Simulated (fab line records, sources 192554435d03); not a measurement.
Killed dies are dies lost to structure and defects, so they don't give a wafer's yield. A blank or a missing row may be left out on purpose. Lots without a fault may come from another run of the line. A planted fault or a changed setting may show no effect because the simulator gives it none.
Split-lot experiment | flow n5_finfet | 7 lots, 21 wafers read, on a route of 1938 steps

THE SPLIT
At N5_MIM_BOT_ETCH_ETCH_04 (etches SiNx in CF4/O2, target depth 26 nm, time 13 s), the setting time_s was moved away from the recipe's 13 s on 6 of the 21 wafers read, by -7.7% to +11.2%. The other wafers ran this setting at the recipe's value.

The reading is taken at the split's own step.

THE READING
etch.depth_nm (the simulator's own value, which no gauge read), in nm, at N5_MIM_BOT_ETCH_ETCH_04 (etches SiNx in CF4/O2, target depth 26 nm, time 13 s). The file gives no usual value for it. The 15 wafers here that ran the recipe average 26.25 nm, standard deviation 0.64 nm.

wafer  | tool, chamber at the split | time_s as run, s | against the recipe | etch.depth_nm, nm | against lot-mates on the recipe
L076.1 | rie_diel-02, 1             | 13               | recipe             | 26.7              | -
L076.2 | rie_diel-02, 2             | 13               | recipe             | 25.62             | -
L076.6 | rie_diel-02, 2             | 13               | recipe             | 25.45             | -
L078.1 | rie_diel-01, 0             | 13               | recipe             | 25.86             | -
L078.4 | rie_diel-01, 2             | 13               | recipe             | 25.18             | -
L078.5 | rie_diel-01, 0             | 13               | recipe             | 25.83             | -
L081.3 | rie_diel-05, 2             | 12.23            | -5.9%              | 24.42             | -1.33
L081.4 | rie_diel-05, 0             | 12.23            | -5.9%              | 23.91             | -1.84
L081.6 | rie_diel-05, 2             | 13               | recipe             | 25.75             | -
L085.2 | rie_diel-02, 2             | 14.46            | +11.2%             | 28.76             | +2.35
L085.5 | rie_diel-02, 2             | 14.46            | +11.2%             | 28.89             | +2.48
L085.6 | rie_diel-02, 3             | 13               | recipe             | 26.41             | -
L084.1 | rie_diel-02, 1             | 13               | recipe             | 26.87             | -
L084.4 | rie_diel-02, 2             | 13               | recipe             | 25.86             | -
L084.6 | rie_diel-02, 1             | 13               | recipe             | 26.99             | -
L088.1 | rie_diel-01, 3             | 12               | -7.7%              | 23.88             | -3.46
L088.5 | rie_diel-01, 2             | 12               | -7.7%              | 23.43             | -3.91
L088.6 | rie_diel-01, 1             | 13               | recipe             | 27.34             | -
L090.1 | rie_diel-02, 3             | 13               | recipe             | 26.68             | -
L090.2 | rie_diel-02, 2             | 13               | recipe             | 26.14             | -
L090.5 | rie_diel-02, 1             | 13               | recipe             | 27.11             | -

THE FIT
A straight line over all 21 wafers: etch.depth_nm changes by +0.276 nm for each +1% of time_s; r = +0.90; the points scatter about the line by 0.63 nm.
The same after taking each lot's own level away (the mean of its wafers on the recipe; 21 wafers): +0.292 nm for each +1%; r = +0.91; scatter 0.63 nm.
On that fit, the largest move of time_s shifts the reading by 3.3 nm.
The lots' own levels span 25.623 to 27.340 nm, that is 2.7 times the standard deviation above.
So the lot-to-lot level changes the slope little: the two slopes agree.
Check: with one of the wafers moved furthest among these (+11.2%) left out of the fit, the line predicts +3.46 nm for it against its lot-mates. It came out at +2.35 nm against them.

OTHER SPLITS ON THESE WAFERS
These wafers also went through other splits before the reading. Each is held against what the fit with the lots' levels taken away leaves over:
other split on the same wafers      | wafers away from the commonest value | r with etch.depth_nm (lot level and that fit taken away)
N5_BEOL_M14_EXPOSE_07 dose_mj       | 4                                    | -0.04
N5_BEOL_M15_EXPOSE_07 dose_mj       | 7                                    | +0.03
N5_BEOL_M15_STRIP_63 pressure_mtorr | 15                                   | +0.23
N5_BEOL_M15_CMP_49 down_force_psi   | 6                                    | +0.04
N5_MIM_BOT_SPUTTER_00 time_s        | 5                                    | +0.24

THE FILE'S OWN FIT
etch.depth_nm changes by +0.294 nm for each +1% of time_s, r = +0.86.
